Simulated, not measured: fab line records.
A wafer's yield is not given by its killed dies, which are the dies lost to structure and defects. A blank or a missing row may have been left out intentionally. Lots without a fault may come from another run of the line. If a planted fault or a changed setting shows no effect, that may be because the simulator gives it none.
Chamber matching || flow nand-harc || rie-diel-03 running NHARC_A_CONTACT_ETCH_90: 4 sister chambers
The step etches the open film in CH3F/O2, target depth 40 nm, time 85.7 s. 36 wafers are shown with their chamber, then 12 later ones without.

EACH WAFER AND ITS CHAMBER
{"wafer": "L074.2", "chamber": 2, "showerhead-plenum-p-Torr (Torr)": 2.40, "drypump-motor-current-A (A)": 5.8, "rf-vpp-V (V)": 243.8}
{"wafer": "L074.3", "chamber": 1, "showerhead-plenum-p-Torr (Torr)": 2.56, "drypump-motor-current-A (A)": 6.1, "rf-vpp-V (V)": 245.7}
{"wafer": "L074.5", "chamber": 0, "showerhead-plenum-p-Torr (Torr)": 2.48, "drypump-motor-current-A (A)": 5.3, "rf-vpp-V (V)": 243.2}
{"wafer": "L077.1", "chamber": 3, "showerhead-plenum-p-Torr (Torr)": 2.54, "drypump-motor-current-A (A)": 6.5, "rf-vpp-V (V)": 244.5}
{"wafer": "L077.2", "chamber": 2, "showerhead-plenum-p-Torr (Torr)": 2.40, "drypump-motor-current-A (A)": 5.9, "rf-vpp-V (V)": 243.0}
{"wafer": "L077.5", "chamber": 3, "showerhead-plenum-p-Torr (Torr)": 2.54, "drypump-motor-current-A (A)": 6.4, "rf-vpp-V (V)": 246.8}
{"wafer": "L078.1", "chamber": 0, "showerhead-plenum-p-Torr (Torr)": 2.48, "drypump-motor-current-A (A)": 5.3, "rf-vpp-V (V)": 246.3}
{"wafer": "L078.3", "chamber": 1, "showerhead-plenum-p-Torr (Torr)": 2.56, "drypump-motor-current-A (A)": 6.1, "rf-vpp-V (V)": 245.8}
{"wafer": "L078.5", "chamber": 3, "showerhead-plenum-p-Torr (Torr)": 2.54, "drypump-motor-current-A (A)": 6.5, "rf-vpp-V (V)": 245.7}
{"wafer": "L079.1", "chamber": 3, "showerhead-plenum-p-Torr (Torr)": 2.54, "drypump-motor-current-A (A)": 6.5, "rf-vpp-V (V)": 245.0}
{"wafer": "L079.3", "chamber": 1, "showerhead-plenum-p-Torr (Torr)": 2.56, "drypump-motor-current-A (A)": 6.2, "rf-vpp-V (V)": 244.7}
{"wafer": "L079.5", "chamber": 0, "showerhead-plenum-p-Torr (Torr)": 2.48, "drypump-motor-current-A (A)": 5.3, "rf-vpp-V (V)": 245.9}
{"wafer": "L080.2", "chamber": 1, "showerhead-plenum-p-Torr (Torr)": 2.56, "drypump-motor-current-A (A)": 6.1, "rf-vpp-V (V)": 246.2}
{"wafer": "L080.5", "chamber": 3, "showerhead-plenum-p-Torr (Torr)": 2.54, "drypump-motor-current-A (A)": 6.5, "rf-vpp-V (V)": 246.0}
{"wafer": "L080.6", "chamber": 2, "showerhead-plenum-p-Torr (Torr)": 2.39, "drypump-motor-current-A (A)": 5.9, "rf-vpp-V (V)": 241.9}
{"wafer": "L081.1", "chamber": 1, "showerhead-plenum-p-Torr (Torr)": 2.56, "drypump-motor-current-A (A)": 6.1, "rf-vpp-V (V)": 244.5}
{"wafer": "L081.4", "chamber": 3, "showerhead-plenum-p-Torr (Torr)": 2.54, "drypump-motor-current-A (A)": 6.5, "rf-vpp-V (V)": 245.8}
{"wafer": "L081.6", "chamber": 0, "showerhead-plenum-p-Torr (Torr)": 2.48, "drypump-motor-current-A (A)": 5.3, "rf-vpp-V (V)": 244.8}
{"wafer": "L084.2", "chamber": 0, "showerhead-plenum-p-Torr (Torr)": 2.48, "drypump-motor-current-A (A)": 5.3, "rf-vpp-V (V)": 246.2}
{"wafer": "L084.4", "chamber": 1, "showerhead-plenum-p-Torr (Torr)": 2.56, "drypump-motor-current-A (A)": 6.1, "rf-vpp-V (V)": 246.5}
{"wafer": "L084.6", "chamber": 2, "showerhead-plenum-p-Torr (Torr)": 2.39, "drypump-motor-current-A (A)": 5.9, "rf-vpp-V (V)": 244.3}
{"wafer": "L083.3", "chamber": 3, "showerhead-plenum-p-Torr (Torr)": 2.54, "drypump-motor-current-A (A)": 6.5, "rf-vpp-V (V)": 243.9}
{"wafer": "L083.4", "chamber": 1, "showerhead-plenum-p-Torr (Torr)": 2.56, "drypump-motor-current-A (A)": 6.1, "rf-vpp-V (V)": 245.2}
{"wafer": "L083.6", "chamber": 3, "showerhead-plenum-p-Torr (Torr)": 2.54, "drypump-motor-current-A (A)": 6.5, "rf-vpp-V (V)": 244.6}
{"wafer": "L085.3", "chamber": 2, "showerhead-plenum-p-Torr (Torr)": 2.39, "drypump-motor-current-A (A)": 5.9, "rf-vpp-V (V)": 243.0}
{"wafer": "L085.4", "chamber": 3, "showerhead-plenum-p-Torr (Torr)": 2.54, "drypump-motor-current-A (A)": 6.5, "rf-vpp-V (V)": 245.6}
{"wafer": "L085.6", "chamber": 1, "showerhead-plenum-p-Torr (Torr)": 2.56, "drypump-motor-current-A (A)": 6.1, "rf-vpp-V (V)": 247.0}
{"wafer": "L086.1", "chamber": 3, "showerhead-plenum-p-Torr (Torr)": 2.54, "drypump-motor-current-A (A)": 6.5, "rf-vpp-V (V)": 246.3}
{"wafer": "L086.3", "chamber": 2, "showerhead-plenum-p-Torr (Torr)": 2.39, "drypump-motor-current-A (A)": 5.9, "rf-vpp-V (V)": 243.8}
{"wafer": "L086.5", "chamber": 0, "showerhead-plenum-p-Torr (Torr)": 2.48, "drypump-motor-current-A (A)": 5.3, "rf-vpp-V (V)": 245.0}
{"wafer": "L089.1", "chamber": 3, "showerhead-plenum-p-Torr (Torr)": 2.53, "drypump-motor-current-A (A)": 6.5, "rf-vpp-V (V)": 244.9}
{"wafer": "L089.3", "chamber": 2, "showerhead-plenum-p-Torr (Torr)": 2.39, "drypump-motor-current-A (A)": 5.9, "rf-vpp-V (V)": 245.6}
{"wafer": "L089.4", "chamber": 1, "showerhead-plenum-p-Torr (Torr)": 2.55, "drypump-motor-current-A (A)": 6.2, "rf-vpp-V (V)": 245.8}
{"wafer": "L091.2", "chamber": 2, "showerhead-plenum-p-Torr (Torr)": 2.39, "drypump-motor-current-A (A)": 5.9, "rf-vpp-V (V)": 244.3}
{"wafer": "L091.3", "chamber": 0, "showerhead-plenum-p-Torr (Torr)": 2.47, "drypump-motor-current-A (A)": 5.3, "rf-vpp-V (V)": 244.8}
{"wafer": "L091.4", "chamber": 1, "showerhead-plenum-p-Torr (Torr)": 2.55, "drypump-motor-current-A (A)": 6.1, "rf-vpp-V (V)": 244.9}

SIGNATURES, as means of the wafers listed above
{"reading": "showerhead-plenum-p-Torr", "chamber 0": 2.4786, "chamber 1": 2.5580, "chamber 2": 2.3925, "chamber 3": 2.5391, "scatter within a chamber": 0.0039}
{"reading": "drypump-motor-current-A", "chamber 0": 5.300, "chamber 1": 6.120, "chamber 2": 5.888, "chamber 3": 6.491, "scatter within a chamber": 0.0325}
{"reading": "rf-vpp-V", "chamber 0": 245.171, "chamber 1": 245.630, "chamber 2": 243.713, "chamber 3": 245.373, "scatter within a chamber": 0.952}
Rule: distance of a wafer from a chamber = root of the sum over the readings of ((wafer's reading minus chamber's mean) / reading's scatter) squared. If the next closest chamber is less than 2 further off than the closest, the wafer can't be placed; otherwise it belongs to the closest. The scatter: take each reading less its chamber's mean, square it, sum over the shown wafers, divide by the number of wafers less the number of chambers, and take the root.

WAFERS WITH NO CHAMBER GIVEN
{"wafer": "L095.1", "showerhead-plenum-p-Torr (Torr)": 2.55, "drypump-motor-current-A (A)": 6.1, "rf-vpp-V (V)": 245.0}
{"wafer": "L095.2", "showerhead-plenum-p-Torr (Torr)": 2.47, "drypump-motor-current-A (A)": 5.3, "rf-vpp-V (V)": 245.2}
{"wafer": "L095.3", "showerhead-plenum-p-Torr (Torr)": 2.53, "drypump-motor-current-A (A)": 6.5, "rf-vpp-V (V)": 247.6}
{"wafer": "L092.3", "showerhead-plenum-p-Torr (Torr)": 2.39, "drypump-motor-current-A (A)": 5.9, "rf-vpp-V (V)": 241.8}
{"wafer": "L092.4", "showerhead-plenum-p-Torr (Torr)": 2.47, "drypump-motor-current-A (A)": 5.3, "rf-vpp-V (V)": 245.8}
{"wafer": "L092.6", "showerhead-plenum-p-Torr (Torr)": 2.53, "drypump-motor-current-A (A)": 6.5, "rf-vpp-V (V)": 246.8}
{"wafer": "L096.2", "showerhead-plenum-p-Torr (Torr)": 2.47, "drypump-motor-current-A (A)": 5.3, "rf-vpp-V (V)": 243.7}
{"wafer": "L096.5", "showerhead-plenum-p-Torr (Torr)": 2.47, "drypump-motor-current-A (A)": 5.3, "rf-vpp-V (V)": 244.3}
{"wafer": "L096.6", "showerhead-plenum-p-Torr (Torr)": 2.53, "drypump-motor-current-A (A)": 6.5, "rf-vpp-V (V)": 246.9}
{"wafer": "L097.2", "showerhead-plenum-p-Torr (Torr)": 2.55, "drypump-motor-current-A (A)": 6.1, "rf-vpp-V (V)": 245.2}
{"wafer": "L097.3", "showerhead-plenum-p-Torr (Torr)": 2.53, "drypump-motor-current-A (A)": 6.5, "rf-vpp-V (V)": 245.1}
{"wafer": "L097.6", "showerhead-plenum-p-Torr (Torr)": 2.53, "drypump-motor-current-A (A)": 6.5, "rf-vpp-V (V)": 245.1}

WHICH CHAMBER EACH ONE RAN IN
{"wafer": "L095.1", "from the rows above": 1, "in truth": 1}
{"wafer": "L095.2", "from the rows above": 0, "in truth": 0}
{"wafer": "L095.3", "from the rows above": 3, "in truth": 3}
{"wafer": "L092.3", "from the rows above": 2, "in truth": 2}
{"wafer": "L092.4", "from the rows above": 0, "in truth": 0}
{"wafer": "L092.6", "from the rows above": 3, "in truth": 3}
{"wafer": "L096.2", "from the rows above": 0, "in truth": 0}
{"wafer": "L096.5", "from the rows above": 0, "in truth": 0}
{"wafer": "L096.6", "from the rows above": 3, "in truth": 3}
{"wafer": "L097.2", "from the rows above": 1, "in truth": 1}
{"wafer": "L097.3", "from the rows above": 3, "in truth": 3}
{"wafer": "L097.6", "from the rows above": 3, "in truth": 3}
12 of 12 placed correctly. Left unplaced by these rows: 0. Number placed wrongly: 0.
